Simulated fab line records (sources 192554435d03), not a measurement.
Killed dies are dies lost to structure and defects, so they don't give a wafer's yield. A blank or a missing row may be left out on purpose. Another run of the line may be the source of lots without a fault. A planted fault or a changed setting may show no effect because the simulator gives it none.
fab line records ; flow n5-finfet ; part 1 of 2: steps 1 to 3 of 6
record: lots: 23; wafers: 69; last-day: 19
route steps=1938 shown DUMMY_GATE@237 SD_EPI_N@278 SD_EPI_P@307 SD_ACTIVATION@330 ILD0@339
lots that met no fault: from a run of the same line without faults
start-h: hours from the record's opening day to when the first of the lot's shown wafers began ; wait-h: time in hours since the lot's previous step ; " same as the row above ; L1.1+2: one row covering several wafers at once ; - no value, or no start given ; * or withheld: withheld ; < > ~ a bound
route shown NAME@n: a module of which the file shows steps, and the number in the route of the first ; usual: mean/standard deviation taken from wafers without a fault ; same: alike in all rows ; chamber/n: place in a boat ; sites: the reading at each site ; _std_site: their standard deviation ; _edge_site: the outer-site mean with the inner-site mean subtracted ; radius-mm: for every site, how far away it sits from the centre of the wafer ; mask NAME#n: copy n ; behind: the most recent tool/chamber to have shaped the wafer ; hold: why the lot was held/for how many hours/how that ended ; device: whichever transistor did not switch (one of n, p or np) ; end of line: the same wafers' tests at the end of the route ; a step without rows: its recipe alone ; killed: dies that structure and defects cost at the first sort, which is not the same as the wafer's yield ; map: a wafer's dies, marking killed ones x, the rest . and places with no die _
set.NAME: the run value of the setting; set.NAME@STEP: its run value at that earlier step ; model.NAME: the simulator's own value behind a step, which no gauge read
one table for each step of the route and one row for each wafer, over a sample of lots
services: from which hour (start-h, from the record's first day; less than 0 if before it) a tool's chamber was out of use, for how many hours, and why
== steps ==
step: N5_DUMMY_GATE_ETCH_37
recipe: chemistry: N2/H2; target: SOC; target-depth-a: 600; overetch-a: 300; temp-c: 40; ion-energy-ev: 200; pressure-mtorr: 30; source-w: 840; bias-w: 150; n2-flow-sccm: 200; h2-flow-sccm: 200
usual: drypump-motor-current-A: 5.8/0.44; h2-flow-sccm: 200.0/0.6; oes-product-au: 0.61/0.06; rf-vpp-V: 524.1/2.6; showerhead-plenum-p-Torr: 2.55/0.098; throttle-valve-pct: 17.97/0.2
lot.wafer;tool;chamber;start-h;wait-h;drypump-motor-current-A;h2-flow-sccm;oes-product-au;rf-hours-counter-h;rf-vpp-V;showerhead-plenum-p-Torr;throttle-valve-pct
L074.1;rie-diel-02;1;48.73;0.0;6.5;200.4;0.55;243;520.3;2.41;18.11
L074.3;rie-diel-02;3;48.73;0.0;5.3;199.8;0.55;250;525.8;2.61;18.51
L074.6;rie-diel-02;3;48.73;0.0;5.2;199.2;0.54;-;524.5;2.61;18.49
L075.2;rie-diel-06;1;52.33;0.0;6.5;199.6;0.62;132;523.8;2.54;18.05
L075.4;rie-diel-06;2;52.33;0.0;6.1;199.8;0.54;236;524.2;2.61;18.27
L075.6;rie-diel-06;2;52.33;0.0;6.1;199.4;0.54;-;525.1;2.61;18.25
L076.1;rie-diel-05;3;60.23;0.0;5.2;200.5;0.59;164;522.6;2.54;17.58
L076.4;rie-diel-05;0;60.23;0.0;5.8;199.9;0.58;215;524.4;2.50;18.06
L076.5;rie-diel-05;1;60.23;0.0;5.6;199.4;0.56;-;525.8;2.64;17.97
L077.1;rie-diel-06;1;64.84;0.0;6.5;199.3;0.62;137;524.3;2.53;18.04
L077.4;rie-diel-06;1;64.84;0.0;6.5;200.9;0.62;-;523.9;2.53;18.04
L077.5;rie-diel-06;3;64.84;0.0;6.0;200.1;0.59;-;519.6;2.42;17.93
L078.1;rie-diel-06;2;73.08;0.0;6.1;200.7;0.54;244;525.7;2.61;18.29
L078.3;rie-diel-06;3;73.08;0.0;6.0;200.6;0.59;164;521.5;2.42;17.96
L078.4;rie-diel-06;3;73.08;0.0;6.0;200.2;0.58;-;521.8;2.42;17.96
L079.1;rie-diel-06;3;79.37;0.0;6.0;200.3;0.58;166;521.6;2.42;17.95
L079.4;rie-diel-06;1;79.37;0.0;6.5;199.8;0.62;-;523.6;2.53;18.04
L079.6;rie-diel-06;1;79.37;0.0;6.5;199.9;0.62;-;523.9;2.53;18.06
L080.1;rie-diel-06;3;82.49;0.0;6.0;200.2;0.59;168;520.3;2.41;17.95
L080.4;rie-diel-06;1;82.49;0.0;6.5;199.5;0.62;-;525.2;2.53;18.07
L080.6;rie-diel-06;1;82.49;0.0;6.5;199.1;0.61;-;522.7;2.53;18.05
L081.1;rie-diel-05;2;91.59;0.0;6.0;200.1;0.62;113;526.0;2.68;18.26
L081.3;rie-diel-05;0;91.59;0.0;5.8;200.0;0.57;225;523.6;2.50;18.04
L081.4;rie-diel-05;3;91.59;0.0;5.2;199.4;0.59;175;525.4;2.54;17.59
L082.3;rie-diel-05;3;101.91;0.0;5.2;200.1;0.58;179;522.9;2.53;17.61
L082.4;rie-diel-05;2;101.91;0.0;6.0;199.8;0.62;117;528.0;2.67;18.24
L082.6;rie-diel-05;0;101.91;0.0;5.8;200.4;0.57;-;522.8;2.49;18.06
L083.2;rie-diel-05;2;105.26;0.0;6.0;199.4;0.60;118;527.5;2.67;18.27
L083.4;rie-diel-05;0;105.26;0.0;5.8;200.2;0.57;230;522.2;2.50;18.07
L083.6;rie-diel-05;0;105.26;0.0;5.8;200.7;0.57;-;523.6;2.49;18.08
L084.1;rie-diel-05;1;112.79;0.0;5.7;199.5;0.56;204;526.3;2.64;18.00
L084.4;rie-diel-05;3;112.79;0.0;5.2;200.4;0.58;183;523.2;2.53;17.62
L084.6;rie-diel-05;1;112.79;0.0;5.6;200.4;0.56;-;527.2;2.64;17.99
L085.2;rie-diel-02;2;119.70;0.0;5.3;199.3;0.64;97;521.1;2.45;17.76
L085.3;rie-diel-02;0;119.70;0.0;6.1;199.9;0.56;231;526.3;2.62;17.76
L085.4;rie-diel-02;3;119.70;0.0;5.2;200.7;0.74;21;524.7;2.60;18.09
L086.1;rie-diel-02;2;120.46;0.0;5.3;199.8;0.65;97;522.3;2.46;17.74
L086.5;rie-diel-02;0;120.46;0.0;6.1;200.8;0.56;-;525.7;2.62;17.76
L086.6;rie-diel-02;3;120.46;0.0;5.3;200.0;0.74;-;524.6;2.60;18.09
L087.1;rie-diel-06;3;128.06;0.0;6.0;201.0;0.57;183;520.7;2.41;17.98
L087.2;rie-diel-06;1;128.06;0.0;6.5;200.4;0.60;159;523.3;2.53;18.07
L087.5;rie-diel-06;0;128.06;0.0;5.3;200.2;0.62;-;518.9;2.36;18.00
L088.1;rie-diel-02;0;134.99;0.0;6.2;199.3;0.56;235;525.5;2.62;17.79
L088.3;rie-diel-02;2;134.99;0.0;5.3;201.4;0.64;101;521.6;2.45;17.75
L088.6;rie-diel-02;1;134.99;0.0;6.5;200.7;0.73;-;528.4;2.72;17.73
L089.2;rie-diel-02;0;135.82;0.0;6.2;199.7;0.55;235;527.4;2.62;17.77
L089.3;rie-diel-02;2;135.82;0.0;5.3;201.0;0.64;102;523.2;2.45;17.75
L089.6;rie-diel-02;1;135.82;0.0;6.6;200.7;0.72;-;526.5;2.72;17.73
L090.3;rie-diel-05;2;146.02;0.0;6.0;200.0;0.62;129;527.7;2.67;18.28
L090.4;rie-diel-05;0;146.02;0.0;5.8;199.4;0.55;241;522.1;2.49;18.09
L090.5;rie-diel-05;1;146.02;0.0;5.6;201.1;0.55;-;523.9;2.63;18.01
L091.1;rie-diel-06;2;148.76;0.0;6.1;200.2;0.77;3;526.2;2.61;17.85
L091.2;rie-diel-06;3;148.76;0.0;6.0;198.6;0.56;189;520.7;2.41;17.98
L091.6;rie-diel-06;2;148.76;0.0;6.1;201.0;0.76;-;525.7;2.61;17.84
L092.1;rie-diel-02;0;154.79;0.0;6.2;199.0;0.56;240;526.6;2.62;17.77
L092.2;rie-diel-02;1;154.79;0.0;6.5;199.7;0.72;16;527.4;2.72;17.71
L092.6;rie-diel-02;1;154.79;0.0;6.5;199.7;0.72;-;528.6;2.72;17.73
L094.1;rie-diel-06;3;167.00;0.0;6.0;200.0;0.56;193;520.7;2.40;18.00
L094.2;rie-diel-06;1;167.00;0.0;6.5;199.3;0.60;169;523.2;2.52;18.10
L094.5;rie-diel-06;2;167.00;0.0;6.1;198.3;0.76;-;526.0;2.60;17.86
L095.2;rie-diel-05;0;172.92;0.0;5.8;199.6;0.55;247;522.3;2.49;18.11
L095.5;rie-diel-05;0;172.92;0.0;5.8;199.7;0.56;-;523.6;2.49;18.09
L095.6;rie-diel-05;1;172.92;0.0;5.7;199.3;0.55;-;525.4;2.63;18.04
L096.2;rie-diel-05;1;187.09;0.0;5.6;200.3;0.55;221;524.0;2.63;18.03
L096.4;rie-diel-05;1;187.09;0.0;5.6;199.7;0.55;-;525.1;2.63;18.02
L096.5;rie-diel-05;3;187.09;0.0;5.2;199.3;0.57;-;522.6;2.53;17.64
L097.2;rie-diel-06;2;187.13;0.0;6.1;200.8;0.75;12;526.2;2.60;17.85
L097.3;rie-diel-06;3;187.13;0.0;6.0;200.1;0.57;198;518.5;2.40;17.99
L097.6;rie-diel-06;2;187.13;0.0;6.1;200.7;0.75;-;526.9;2.60;17.86
step: N5_SD_EPI_N_ETCH_45
recipe: chemistry: CH3F/O2; target: SiOCN; target-depth-a: 60; mask-material: SOC; ion-energy-ev: 60; bias-w: 29; pressure-mtorr: 15; source-w: 410; Ar_flow_sccm: 150; CH3F_flow_sccm: 30; O2_flow_sccm: 20
usual: drypump-motor-current-A: 5.9/0.5; oes-product-au: 0.77/0.089; rf-vpp-V: 127.3/0.96; showerhead-plenum-p-Torr: 1.98/0.069; throttle-valve-pct: 23.32/0.27
lot.wafer;tool;chamber;start-h;wait-h;drypump-motor-current-A;oes-product-au;rf-hours-counter-h;rf-vpp-V;showerhead-plenum-p-Torr;throttle-valve-pct
L074.1;rie-diel-01;2;51.74;0.1;6.6;0.81;106;128.1;1.92;23.60
L074.3;rie-diel-01;1;51.74;0.1;5.8;0.68;235;126.6;1.95;23.68
L074.6;rie-diel-01;0;51.74;0.1;6.4;0.75;-;128.0;2.09;23.63
L075.2;rie-diel-03;0;55.49;0.1;5.6;0.72;182;127.8;1.91;23.30
L075.4;rie-diel-03;3;55.49;0.1;6.5;0.74;165;128.5;2.06;23.26
L075.6;rie-diel-03;3;55.49;0.1;6.5;0.74;-;127.6;2.06;23.25
L076.1;rie-diel-03;0;63.05;0.1;5.6;0.71;185;126.4;1.91;23.31
L076.4;rie-diel-03;2;63.05;0.1;5.2;0.82;83;126.6;1.94;22.89
L076.5;rie-diel-03;2;63.05;0.1;5.3;0.82;-;127.2;1.94;22.89
L077.1;rie-diel-03;3;67.67;0.1;6.5;0.73;170;127.0;2.06;23.28
L077.4;rie-diel-03;2;67.67;0.1;5.3;0.81;84;126.9;1.94;22.88
L077.5;rie-diel-03;1;67.67;0.1;5.2;0.70;-;128.2;2.06;23.32
L078.1;rie-diel-01;1;76.01;0.1;5.7;0.67;247;127.2;1.95;23.70
L078.3;rie-diel-01;2;76.01;0.1;6.6;0.79;117;126.1;1.92;23.62
L078.4;rie-diel-01;2;76.01;0.1;6.6;0.79;-;127.1;1.92;23.60
L079.1;rie-diel-03;2;82.49;0.1;5.3;0.81;90;126.9;1.94;22.88
L079.4;rie-diel-03;1;82.49;0.1;5.2;0.70;221;128.3;2.06;23.32
L079.6;rie-diel-03;3;82.49;0.1;6.5;0.73;-;128.1;2.06;23.29
L080.1;rie-diel-03;0;86.82;0.1;5.7;0.70;195;126.9;1.90;23.31
L080.4;rie-diel-03;3;86.82;0.1;6.5;0.72;178;126.9;2.06;23.29
L080.6;rie-diel-03;1;86.82;0.1;5.2;0.69;-;127.7;2.06;23.31
L081.1;rie-diel-01;0;94.52;0.1;6.4;0.74;166;128.0;2.08;23.65
L081.3;rie-diel-01;2;94.52;0.1;6.6;0.78;125;126.8;1.91;23.62
L081.4;rie-diel-01;3;94.52;0.1;5.9;1.03;-;128.0;1.97;22.88
L082.3;rie-diel-04;3;104.59;0.1;5.2;0.71;207;126.5;1.89;23.12
L082.4;rie-diel-04;2;104.59;0.1;5.6;0.73;-;126.7;1.91;23.54
L082.6;rie-diel-04;3;104.59;0.1;5.2;0.72;-;127.0;1.89;23.11
L083.2;rie-diel-03;1;107.74;0.1;5.2;0.70;229;128.1;2.05;23.33
L083.4;rie-diel-03;3;107.74;0.1;6.5;0.73;183;128.5;2.05;23.28
L083.6;rie-diel-03;2;107.74;0.1;5.3;0.80;-;126.6;1.93;22.90
L084.1;rie-diel-01;2;115.40;0.1;6.5;0.78;134;125.7;1.91;23.64
L084.4;rie-diel-01;3;115.40;0.1;6.0;0.98;11;127.1;1.96;22.89
L084.6;rie-diel-01;0;115.40;0.1;6.4;0.73;-;128.0;2.08;23.67
L085.2;rie-diel-04;0;122.93;0.1;6.0;0.77;110;126.9;2.01;23.73
L085.3;rie-diel-04;3;122.93;0.1;5.2;0.72;214;126.7;1.89;23.13
L085.4;rie-diel-04;3;122.93;0.1;5.2;0.72;-;127.4;1.89;23.12
L086.1;rie-diel-03;2;123.63;0.1;5.2;0.79;103;126.3;1.93;22.92
L086.5;rie-diel-03;0;123.63;0.1;5.6;0.70;-;126.6;1.90;23.33
L086.6;rie-diel-03;1;123.63;0.1;5.2;0.70;-;127.9;2.05;23.35
L087.1;rie-diel-01;0;130.72;0.1;6.4;0.71;174;128.3;2.08;23.67
L087.2;rie-diel-01;2;130.72;0.1;6.5;0.76;140;125.8;1.91;23.65
L087.5;rie-diel-01;0;130.72;0.1;6.4;0.72;-;126.6;2.08;23.67
L088.1;rie-diel-01;3;137.48;0.1;5.9;0.95;19;126.8;1.96;22.91
L088.3;rie-diel-01;1;137.48;0.1;5.7;0.94;13;128.0;1.94;23.25
L088.6;rie-diel-01;2;137.48;0.1;6.6;0.76;-;127.3;1.91;23.67
L089.2;rie-diel-03;2;140.42;0.1;5.2;0.79;107;128.7;1.93;22.93
L089.3;rie-diel-03;1;140.42;0.1;5.1;0.69;238;127.9;2.05;23.34
L089.6;rie-diel-03;1;140.42;0.1;5.2;0.69;-;126.0;2.05;23.35
L090.3;rie-diel-03;0;148.77;0.1;5.7;0.69;214;127.1;1.90;23.34
L090.4;rie-diel-03;2;148.77;0.1;5.3;0.79;110;127.4;1.93;22.94
L090.5;rie-diel-03;2;148.77;0.1;5.3;0.78;-;126.9;1.93;22.93
L091.1;rie-diel-01;0;151.25;0.1;6.4;0.71;180;128.5;2.07;23.67
L091.2;rie-diel-01;3;151.25;0.1;6.0;0.95;23;128.3;1.96;22.91
L091.6;rie-diel-01;1;151.25;0.1;5.8;0.92;-;127.8;1.94;23.24
L092.1;rie-diel-01;1;158.34;0.1;5.8;0.92;18;127.4;1.94;23.25
L092.2;rie-diel-01;3;158.34;0.1;6.0;0.94;26;126.8;1.96;22.94
L092.6;rie-diel-01;3;158.34;0.1;6.0;0.94;-;126.7;1.96;22.91
L094.1;rie-diel-01;3;169.81;0.1;6.0;0.93;29;126.7;1.96;22.91
L094.2;rie-diel-01;2;169.81;0.1;6.5;0.76;152;126.2;1.91;23.66
L094.5;rie-diel-01;0;169.81;0.1;6.4;0.71;-;128.6;2.07;23.69
L095.2;rie-diel-04;2;175.76;0.1;5.6;0.72;183;125.6;1.90;23.55
L095.5;rie-diel-04;2;175.76;0.1;5.6;0.72;-;125.3;1.90;23.55
L095.6;rie-diel-04;3;175.76;0.1;5.2;0.70;-;126.7;1.88;23.15
L096.2;rie-diel-03;0;190.19;0.1;5.6;0.69;227;124.4;1.89;23.35
L096.4;rie-diel-03;0;190.19;0.1;5.6;0.68;-;128.1;1.89;23.34
L096.5;rie-diel-03;2;190.19;0.1;5.3;0.77;-;127.0;1.93;22.94
L097.2;rie-diel-04;1;190.36;0.1;6.4;0.95;4;128.0;2.05;22.98
L097.3;rie-diel-04;2;190.36;0.1;5.6;0.72;187;125.1;1.90;23.57
L097.6;rie-diel-04;2;190.36;0.1;5.6;0.72;-;126.9;1.90;23.56
step: N5_SD_EPI_N_VAPOR_ETCH_50
recipe: chemistry: HCl; target: Si; temp-c: 775; time-s: 54; pressure-torr: 20; mode: isotropic
usual: throttle-valve-pct: 11.3/0.34
lot.wafer;tool;chamber;start-h;wait-h;throttle-valve-pct
L074.1;epi-rpcvd-02;0;52.71;0.3;11.4
L074.3;epi-rpcvd-02;0;52.71;0.3;11.6
L074.6;epi-rpcvd-02;0;52.71;0.3;11.7
L075.2;epi-rpcvd-02;0;56.49;0.3;11.5
L075.4;epi-rpcvd-02;0;56.49;0.3;11.7
L075.6;epi-rpcvd-02;0;56.49;0.3;11.2
L076.1;epi-rpcvd-04;0;64.05;0.3;11.0
L076.4;epi-rpcvd-04;0;64.05;0.3;10.9
L076.5;epi-rpcvd-04;0;64.05;0.3;10.7
L077.1;epi-rpcvd-04;0;68.65;0.3;11.1
L077.4;epi-rpcvd-04;0;68.65;0.3;11.1
L077.5;epi-rpcvd-04;0;68.65;0.3;11.0
L078.1;epi-rpcvd-03;0;77.01;0.3;11.7
L078.3;epi-rpcvd-03;0;77.01;0.3;11.6
L078.4;epi-rpcvd-03;0;77.01;0.3;11.5
L079.1;epi-rpcvd-03;0;84.19;1.0;11.8
L079.4;epi-rpcvd-03;0;84.19;1.0;11.8
L079.6;epi-rpcvd-03;0;84.19;1.0;11.8
L080.1;epi-rpcvd-04;0;87.92;0.4;10.8
L080.4;epi-rpcvd-04;0;87.92;0.4;11.0
L080.6;epi-rpcvd-04;0;87.92;0.4;10.9
L081.1;epi-rpcvd-03;0;95.57;0.3;11.5
L081.3;epi-rpcvd-03;0;95.57;0.3;11.5
L081.4;epi-rpcvd-03;0;95.57;0.3;11.6
L082.3;epi-rpcvd-04;0;105.79;0.3;10.9
L082.4;epi-rpcvd-04;0;105.79;0.3;11.0
L082.6;epi-rpcvd-04;0;105.79;0.3;11.0
L083.2;epi-rpcvd-02;0;108.91;0.4;11.7
L083.4;epi-rpcvd-02;0;108.91;0.4;11.6
L083.6;epi-rpcvd-02;0;108.91;0.4;11.2
L084.1;epi-rpcvd-04;0;116.40;0.3;10.9
L084.4;epi-rpcvd-04;0;116.40;0.3;10.8
L084.6;epi-rpcvd-04;0;116.40;0.3;10.9
L085.2;epi-rpcvd-04;0;123.94;0.3;11.0
L085.3;epi-rpcvd-04;0;123.94;0.3;11.0
L085.4;epi-rpcvd-04;0;123.94;0.3;10.9
L086.1;epi-rpcvd-03;0;124.72;0.4;11.5
L086.5;epi-rpcvd-03;0;124.72;0.4;11.7
L086.6;epi-rpcvd-03;0;124.72;0.4;11.6
L087.1;epi-rpcvd-02;0;131.72;0.3;11.6
L087.2;epi-rpcvd-02;0;131.72;0.3;11.4
L087.5;epi-rpcvd-02;0;131.72;0.3;11.5
L088.1;epi-rpcvd-03;0;138.50;0.3;11.6
L088.3;epi-rpcvd-03;0;138.50;0.3;11.8
L088.6;epi-rpcvd-03;0;138.50;0.3;11.6
L089.2;epi-rpcvd-04;0;141.43;0.3;11.0
L089.3;epi-rpcvd-04;0;141.43;0.3;11.3
L089.6;epi-rpcvd-04;0;141.43;0.3;11.0
L090.3;epi-rpcvd-02;0;149.81;0.2;11.6
L090.4;epi-rpcvd-02;0;149.81;0.2;11.7
L090.5;epi-rpcvd-02;0;149.81;0.2;11.7
L091.1;epi-rpcvd-04;0;152.35;0.4;10.5
L091.2;epi-rpcvd-04;0;152.35;0.4;11.0
L091.6;epi-rpcvd-04;0;152.35;0.4;11.1
L092.1;epi-rpcvd-02;0;159.36;0.3;11.5
L092.2;epi-rpcvd-02;0;159.36;0.3;11.8
L092.6;epi-rpcvd-02;0;159.36;0.3;11.6
L094.1;epi-rpcvd-04;0;170.91;0.4;11.0
L094.2;epi-rpcvd-04;0;170.91;0.4;10.8
L094.5;epi-rpcvd-04;0;170.91;0.4;10.9
L095.2;epi-rpcvd-03;0;176.79;0.3;11.4
L095.5;epi-rpcvd-03;0;176.79;0.3;11.7
L095.6;epi-rpcvd-03;0;176.79;0.3;11.7
L096.2;epi-rpcvd-03;0;191.54;0.3;11.5
L096.4;epi-rpcvd-03;0;191.54;0.3;11.7
L096.5;epi-rpcvd-03;0;191.54;0.3;11.7
L097.2;epi-rpcvd-02;0;191.77;0.3;11.6
L097.3;epi-rpcvd-02;0;191.77;0.3;11.6
L097.6;epi-rpcvd-02;0;191.77;0.3;11.8
